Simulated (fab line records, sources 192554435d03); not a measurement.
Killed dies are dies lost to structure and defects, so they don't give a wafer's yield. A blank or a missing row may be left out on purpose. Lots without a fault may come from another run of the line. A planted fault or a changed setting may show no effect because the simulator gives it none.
Chamber matching | flow n5_finfet | N5_FIN_SAQP_ETCH_52 on rie_diel-03: 4 sister chambers
The step etches SOC in N2/H2, target depth 100 nm, overetch 20 nm, time 150 s. 4 wafers are shown with their chamber, then 8 later ones without.

WAFERS WITH THEIR CHAMBER
wafer  | chamber | showerhead_plenum_p_Torr (Torr)
L084.2 | 0       | 2.67
L085.1 | 2       | 2.44
L085.3 | 3       | 2.63
L092.2 | 1       | 2.68

WAFERS WITHOUT THEIR CHAMBER
wafer  | showerhead_plenum_p_Torr (Torr)
L092.4 | 2.66
L092.5 | 2.62
L094.2 | 2.68
L094.4 | 2.62
L094.6 | 2.66
L096.2 | 2.68
L096.4 | 2.43
L096.6 | 2.68

WHICH CHAMBER EACH WENT THROUGH
wafer  | from the rows above     | in truth
L092.4 | can't be placed: 0 or 1 | 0
L092.5 | 3                       | 3
L094.2 | can't be placed: 1 or 0 | 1
L094.4 | 3                       | 3
L094.6 | can't be placed: 0 or 1 | 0
L096.2 | can't be placed: 1 or 0 | 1
L096.4 | 2                       | 2
L096.6 | can't be placed: 1 or 0 | 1
Placed correctly: 3 of 8. Can't be placed from these rows: 5 (the true chamber is among the candidates in 5). Placed wrongly: 0.
How it was worked out, from the rows above alone: a wafer's distance from a chamber is the root of the sum, over the readings, of the square of ((its reading less the chamber's mean) divided by the reading's scatter). The wafer belongs to the nearest chamber; if the next one is less than 2 further off, it can't be placed. A chamber's mean is the mean of its shown wafers. The scatter: with one shown wafer a chamber, the root of the mean of the squares of how far each hidden wafer lies from its nearest shown one.
